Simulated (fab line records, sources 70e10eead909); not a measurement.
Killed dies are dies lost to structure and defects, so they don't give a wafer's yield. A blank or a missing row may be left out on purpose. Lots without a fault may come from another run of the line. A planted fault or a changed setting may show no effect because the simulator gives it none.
fab line records | flow nand_harc
record lots=12 wafers=36 last_day=33
route steps=1302 shown P_ZERO_WELL@19 P_STI@84 END@1302
lots that met no fault: from a run of the same line without faults
start_h: hours from the record's first day to the start of the lot's first wafer shown | wait_h: hours since the lot's step before | " the same as in the row above | L1.1+2: a row that stands for several wafers | - no value, or no start given | * or withheld: withheld | < > ~ a bound
route shown NAME@n: a module of which the file shows steps, and the number in the route of the first | usual: mean/standard deviation of fault-free wafers | same: alike in all rows | chamber/n: place in a boat | sites: the reading at each site | _std_site: their standard deviation | _edge_site: outer sites' mean less inner sites' | radius_mm: how far each site lies from the wafer's centre | mask NAME#n: copy n | behind: the tool/chamber that last shaped the wafer | hold: why the lot was held/for how many hours/how that ended | device: the transistor (n, p or np) that didn't switch | end of line: the same wafers' tests at the end of the route | a step without rows: its recipe alone | killed: dies lost to structure and defects at the first sort, not the wafer's yield | map: a wafer's dies, x killed, . not, _ none there
set.NAME: the setting as run; set.NAME@STEP: as run at that earlier step | model.NAME: the simulator's own value behind a step, which no gauge read
steps of the route over a sample of lots; a table a step, a row a wafer
services: from which hour (start_h, from the record's first day; less than 0 if before it) a tool's chamber was out of use, for how many hours, and why
## steps
# step NHARC_P_ZERO_WELL_ETCH_63
# recipe target_depth_a=1200 time_s=40.1 hbr_flow_sccm=150 cl2_flow_sccm=50 rf_w=400 icp_w=400 bias_w=100 chemistry=HBr/Cl2
# usual drypump_motor_current_A=5.7/0.44 oes_product_au=1.000/0.0077 throttle_valve_pct=26.406/0.0093
# columns lot.wafer tool chamber start_h wait_h drypump_motor_current_A oes_product_au rf_hours_counter_h throttle_valve_pct
L582.2 rie_si-02 0 51.67 - 5.6 1.006 0.7 26.397
L582.1 " 2 " " 6.6 1.007 0.8 26.402
L582.5 " 0 " " 5.6 1.016 - 26.410
L583.2 rie_si-03 0 61.81 - 5.7 0.997 0.1 26.399
L583.3 " 2 " " 5.3 1.014 0.0 26.411
L583.6 " 3 " " 6.1 1.013 - 26.403
L585.3 rie_si-03 1 81.76 - 6.1 1.009 0.2 26.400
L585.1 " 2 " " 5.3 1.015 0.1 26.408
L585.6 " 0 " " 5.7 0.992 - 26.405
L586.1 rie_si-05 3 91.61 - 4.9 0.997 0.8 26.409
L586.3 " 0 " " 6.0 1.006 0.9 26.427
L586.5 " 3 " " 4.9 0.994 - 26.401
L587.4 rie_si-03 0 102.27 - 5.7 1.012 0.3 26.405
L587.1 " 1 " " 6.2 0.998 0.3 26.402
L587.5 " 0 " " 5.7 1.001 - 26.415
L590.4 rie_si-02 0 131.67 - 5.6 1.005 0.2 26.405
L590.3 " 1 " " 6.1 1.006 0.2 26.400
L590.2 " 2 " " 6.5 1.011 0.1 26.424
L591.1 rie_si-02 0 141.80 - 5.6 0.997 0.3 26.416
L591.4 " 1 " " 6.1 0.999 0.3 26.415
L591.5 " 1 " " 6.2 0.999 - 26.380
L592.1 rie_si-05 0 151.61 - 6.0 0.997 0.1 26.404
L592.2 " 1 " " 5.4 0.983 0.1 26.404
L592.3 " 3 " " 4.9 0.989 0.2 26.412
L593.3 rie_si-02 1 161.74 - 6.1 0.997 0.4 26.392
L593.1 " 2 " " 6.5 1.005 0.3 26.422
L593.5 " 0 " " 5.6 0.990 - 26.419
L596.2 rie_si-02 1 191.69 - 6.1 0.986 0.6 26.402
L596.6 " 3 " " 5.7 0.994 - 26.404
L596.5 " 0 " " 5.6 1.000 - 26.403
L597.3 rie_si-03 0 201.68 - 5.7 1.006 0.8 26.415
L597.6 " 2 " " 5.3 1.002 - 26.392
L597.5 " 3 " " 6.1 1.014 - 26.404
L600.2 rie_si-03 1 231.74 - 6.1 0.994 0.0 26.423
L600.4 " 3 " " 6.1 0.993 0.0 26.427
L600.5 " 1 " " 6.2 0.976 - 26.405
# step NHARC_P_ZERO_WELL_PEB_35
# recipe peb_temp_c=118 peb_time_s=85
# usual heater_power_total_W=163.98/0.27 plate_temp_C=117.99/0.14
# columns lot.wafer tool chamber start_h wait_h heater_power_total_W plate_temp_C
L582.1 litho_track-03 0 54.04 0.1 163.69 118.16
L582.2 " 0 " " 163.70 118.01
L582.5 " 0 " " 163.58 118.05
L583.2 litho_track-03 0 64.17 0.1 164.00 117.72
L583.3 " 0 " " 163.69 117.92
L583.6 " 0 " " 164.31 117.89
L585.1 litho_track-02 0 84.08 0.1 163.69 118.00
L585.3 " 0 " " 164.39 118.09
L585.6 " 0 " " 164.08 118.02
L586.1 litho_track-07 0 94.11 0.1 163.77 117.94
L586.3 " 0 " " 164.10 117.93
L586.5 " 0 " " 164.00 118.11
L587.1 litho_track-07 0 104.73 0.1 164.37 117.66
L587.4 " 0 " " 163.77 117.84
L587.5 " 0 " " 164.29 117.95
L590.2 litho_track-07 0 134.15 0.1 164.38 117.90
L590.3 " 0 " " 164.10 118.11
L590.4 " 0 " " 164.30 117.79
L591.1 litho_track-07 0 144.30 0.1 164.03 117.92
L591.4 " 0 " " 164.20 118.02
L591.5 " 0 " " 163.64 117.95
L592.1 litho_track-02 0 163.02 0.1 164.07 118.00
L592.2 " 0 " " 164.41 118.06
L592.3 " 0 " " 163.91 117.89
L593.1 litho_track-07 0 164.08 0.1 163.70 117.77
L593.3 " 0 " " 163.63 117.78
L593.5 " 0 " " 164.32 117.93
L596.2 litho_track-07 0 194.01 0.1 159.83 115.51
L596.5 " 0 " " 159.48 115.65
L596.6 " 0 " " 159.98 115.65
L597.3 litho_track-07 0 204.13 0.1 160.00 115.53
L597.5 " 0 " " 159.89 115.73
L597.6 " 0 " " 159.88 115.37
L600.2 litho_track-03 0 233.97 0.1 164.26 118.31
L600.4 " 0 " " 164.28 118.05
L600.5 " 0 " " 163.61 118.30
# step NHARC_P_ZERO_WELL_CD_MEAS_37
# recipe target_cd_nm=720 landing_energy_ev=500
# usual cd_nm=719.5/1.3
# columns lot.wafer tool chamber start_h wait_h cd_nm
L582.1 cd_sem-01 0 54.13 - 718.3
L582.2 " 0 " " 718.9
L582.5 " 0 " " 719.8
L583.2 cd_sem-03 0 64.26 - 720.1
L583.3 " 0 " " 719.7
L583.6 " 0 " " 719.8
L585.1 cd_sem-03 0 84.17 - 718.5
L585.3 " 0 " " 718.2
L585.6 " 0 " " 720.2
L586.1 cd_sem-01 0 94.20 - 719.3
L586.3 " 0 " " 718.4
L586.5 " 0 " " 719.3
L587.1 cd_sem-02 0 104.82 - 719.8
L587.4 " 0 " " 720.6
L587.5 " 0 " " 718.8
L590.2 cd_sem-01 0 134.24 - 719.6
L590.3 " 0 " " 719.5
L590.4 " 0 " " 718.9
L591.1 cd_sem-02 0 144.39 - 718.0
L591.4 " 0 " " 720.4
L591.5 " 0 " " 716.9
L592.1 cd_sem-01 0 163.11 - 718.4
L592.2 " 0 " " 719.0
L592.3 " 0 " " 718.8
L593.1 cd_sem-03 0 164.17 - 718.6
L593.3 " 0 " " 720.3
L593.5 " 0 " " 719.4
L596.2 cd_sem-03 0 194.10 - 716.7
L596.5 " 0 " " 715.8
L596.6 " 0 " " 717.0
L597.3 cd_sem-02 0 204.22 - 715.3
L597.5 " 0 " " 717.0
L597.6 " 0 " " 713.4
L600.2 cd_sem-01 0 234.06 - 721.0
L600.4 " 0 " " 720.2
L600.5 " 0 " " 722.6
# step NHARC_P_ZERO_WELL_DESCUM_39
# recipe time_s=3 o2_flow_sccm=200 ar_flow_sccm=0 bias_power_w=0 chemistry=O2
# usual drypump_motor_current_A=5.6/0.48 oes_product_au=1.000/0.0081 rf_vpp_V=57.8/0.89 showerhead_plenum_p_Torr=1.91/0.067 throttle_valve_pct=11.310/0.0091
# columns lot.wafer tool chamber start_h wait_h drypump_motor_current_A oes_product_au rf_hours_counter_h rf_vpp_V showerhead_plenum_p_Torr throttle_valve_pct
L582.2 rie_diel-01 2 54.29 - 5.1 1.003 6 59.1 1.96 11.298
L582.1 " 0 " " 5.7 1.001 6 56.1 1.89 11.333
L582.5 " 2 " " 5.1 1.013 - 60.0 1.96 11.313
L583.2 rie_diel-04 2 64.43 - 5.3 0.993 19 58.5 1.86 11.319
L583.3 " 3 " " 6.2 0.998 18 57.7 1.83 11.307
L583.6 " 2 " " 5.3 0.991 - 58.2 1.86 11.308
L585.3 rie_diel-04 3 84.35 - 6.2 0.986 23 56.8 1.83 11.285
L585.1 " 0 " " 5.5 1.005 25 58.2 1.90 11.302
L585.6 " 2 " " 5.3 0.990 - 58.2 1.86 11.312
L586.3 rie_diel-01 2 94.36 - 5.1 1.013 12 57.8 1.96 11.305
L586.1 " 3 " " 5.2 1.000 18 58.5 2.03 11.311
L586.5 " 0 " " 5.7 0.994 - 58.5 1.88 11.308
L587.4 rie_diel-01 1 104.98 - 5.0 1.010 19 57.4 1.79 11.298
L587.1 " 0 " " 5.7 1.006 21 58.5 1.88 11.322
L587.5 " 1 " " 5.0 1.014 - 58.2 1.79 11.308
L590.3 rie_diel-07 3 134.40 - 5.3 1.006 5 59.2 1.98 11.304
L590.4 " 1 " " 5.7 0.992 3 57.5 1.95 11.298
L590.2 " 2 " " 6.7 1.009 5 58.8 1.97 11.311
L591.4 rie_diel-04 2 144.57 - 5.3 0.997 43 57.8 1.86 11.310
L591.1 " 3 " " 6.2 0.993 43 58.0 1.82 11.308
L591.5 " 0 " " 5.5 0.999 - 58.5 1.89 11.294
L592.1 rie_diel-04 2 163.28 - 5.3 0.982 48 58.8 1.85 11.308
L592.3 " 3 " " 6.2 0.989 48 57.8 1.82 11.308
L592.2 " 0 " " 5.6 0.995 60 58.9 1.89 11.318
L593.3 rie_diel-07 1 164.34 - 5.7 0.988 11 58.4 1.94 11.311
L593.1 " 2 " " 6.7 1.005 14 57.0 1.97 11.308
L593.5 " 0 " " 6.3 1.004 - 56.3 1.89 11.316
L596.2 rie_diel-07 2 194.26 - 6.7 1.009 24 57.2 1.97 11.307
L596.5 " 2 " " 6.7 1.018 - 57.7 1.97 11.313
L596.6 " 3 " " 5.4 1.010 - 59.3 1.97 11.327
L597.3 rie_diel-07 3 204.40 - 5.3 1.006 31 57.9 1.97 11.303
L597.5 " 1 " " 5.7 0.995 - 56.6 1.94 11.314
L597.6 " 2 " " 6.7 1.004 - 59.0 1.97 11.307
L600.2 rie_diel-04 2 234.23 - 5.3 1.003 15 57.2 1.85 11.309
L600.4 " 1 " " 5.7 1.000 17 58.6 1.93 11.309
L600.5 " 2 " " 5.3 0.988 - 57.8 1.85 11.313
# step NHARC_P_STI_OVL_MEAS_10
# usual overlay_x_nm=0/5.6 overlay_y_nm=0/7.5
# columns lot.wafer tool chamber start_h wait_h overlay_x_nm overlay_y_nm
L582.1 overlay-02 - 73.85 - -2 -8
L582.2 " - " " -3 -8
L582.5 " - " " -2 -8
L583.2 overlay-01 - 84.64 - 2 -5
L583.3 " - " " 1 -5
L583.6 " - " " 2 -5
L585.1 overlay-02 - 106.26 - -4 -6
L585.3 " - " " -4 -6
L585.6 " - " " -4 -6
L586.1 overlay-02 - 113.13 - -3 7
L586.3 " - " " -3 6
L586.5 " - " " -2 6
L587.1 overlay-02 - 124.24 - -4 -5
L587.4 " - " " -4 -5
L587.5 " - " " -4 -6
L590.2 overlay-02 - 156.50 - 1 -3
L590.3 " - " " 1 -3
L590.4 " - " " 1 -3
L591.1 overlay-02 - 179.70 - -8 13
L591.4 " - " " -8 12
L591.5 " - " " -7 12
L592.1 overlay-02 - 179.86 - 8 11
L592.2 " - " " 8 11
L592.3 " - " " 8 11
L593.1 overlay-02 - 180.02 - -5 -9
L593.3 " - " " -5 -9
L593.5 " - " " -5 -9
L596.2 overlay-02 - 214.34 - -2 -3
L596.5 " - " " -2 -3
L596.6 " - " " -2 -3
L597.3 overlay-02 - 225.60 - 4 -3
L597.5 " - " " 4 -3
L597.6 " - " " 4 -3
L600.2 overlay-01 - 257.50 - -7 6
L600.4 " - " " -7 5
L600.5 " - " " -7 5
# step NHARC_END_SORT_01
# recipe temp_c=25
# usual killed_at_array=50/17 killed_at_other=0.7/1 killed_at_periphery=3.4/2.4 killed_dies=54/17 killed_open=3.3/1.7 killed_short=2.5/1.6
# same gross_dies=677
# columns lot.wafer tool chamber start_h wait_h killed_at_array killed_at_other killed_at_periphery killed_dies killed_open killed_short
L590.2 prober-02 0 674.15 2.8 62 0 5 67 4 2
L590.3 prober-02 0 674.93 3.1 55 1 3 59 4 1
L590.4 prober-02 0 675.72 3.3 74 0 5 79 2 2
# killed by level:class
L590.2 A_CHANNEL_HOLE_D1:chamber_film_flake=27 A_SLIT:chamber_film_flake=26 A_M0:geometric_particle:short=2 P_GATE:chamber_film_flake=2 A_STAIRCASE:chamber_film_flake=2 A_WL_FILL:chamber_film_flake=2 P_CONTACT:geometric_particle:open=1 P_M1:geometric_particle:open=1
L590.3 A_SLIT:chamber_film_flake=24 A_CHANNEL_HOLE_D1:chamber_film_flake=15 P_M1:chamber_film_flake=3 A_WL_FILL:chamber_film_flake=3 A_CHANNEL_FILL_D1:chamber_film_flake=2 A_DECK1_JOINT:chamber_film_flake=2 A_ONON_D1:geometric_particle:open=1 A_ONON_D2:geometric_particle:open=1
L590.4 A_CHANNEL_HOLE_D1:chamber_film_flake=34 A_SLIT:chamber_film_flake=28 A_STAIRCASE:chamber_film_flake=4 P_ZERO_WELL:chamber_film_flake=3 A_DECK1_JOINT:chamber_film_flake=2 P_M0:geometric_particle:open=1 A_ONON_D1:geometric_particle:short=1 A_ONON_D2:geometric_particle:open=1
## services
# columns tool chamber start_h hours kind
rie_diel-01 - 27.75 9.0 pm
rie_si-05 0 28.59 3.3 repair
rie_si-03 - 44.00 9.0 pm
rie_diel-07 2 51.25 2.8 repair
litho_track-02 - 52.00 7.0 pm
rie_diel-01 2 60.43 7.4 repair
rie_si-02 - 64.52 0.1 repair
litho_track-07 - 76.00 7.0 pm
rie_diel-07 - 79.50 2.4 repair
rie_diel-01 1 86.93 8.1 repair
rie_diel-07 3 97.82 2.0 repair
litho_track-03 - 100.00 7.0 pm
rie_si-02 - 100.00 9.0 pm
rie_diel-07 - 117.47 9.0 pm
rie_si-05 1 120.59 10.2 repair
rie_diel-07 2 176.40 1.7 repair
rie_diel-04 - 180.29 9.0 pm
rie_si-02 3 185.03 1.7 repair
rie_diel-04 0 191.39 6.0 repair
rie_si-03 - 198.58 0.7 repair
rie_si-02 - 201.20 0.5 repair
rie_diel-01 - 204.75 9.0 pm
rie_diel-07 2 207.60 7.9 repair
rie_si-03 - 221.00 9.0 pm
## key
first_sign step=NHARC_P_ZERO_WELL_PEB_35 reading=plate_temp_C direction=down sigmas=17 usual=* struck=*
effect step=NHARC_P_ZERO_WELL_PEB_35 reading=heater_power_total_W direction=down sigmas=15 usual=* struck=*
effect step=NHARC_P_ZERO_WELL_CD_MEAS_37 reading=cd_nm direction=down sigmas=2.8 usual=719.5 struck=715.9
met_at NHARC_P_ZERO_WELL_PEB_35
struck_lots L596,L597
tester_left_out L596,L597
not_acting_at NHARC_P_ZERO_WELL_ETCH_63,NHARC_P_ZERO_WELL_DESCUM_39,NHARC_P_STI_OVL_MEAS_10
onset_between 164.08 194.01
fault kind=process_parameter_drift tool=litho_track-07 chamber=- onset_h=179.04 steps=NHARC_P_ZERO_WELL_PEB_35 channel=peb_temp_c offset=* shape=step end_h=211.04 acts_in=* stated=*
# tester_left_out: of these lots the tester's yield and bins aren't shown, on N5 and GAA mostly nor the transistor test; their killed dies are dies lost to structure and defects alone, not to doping, threshold or leakage, so they don't give the yield
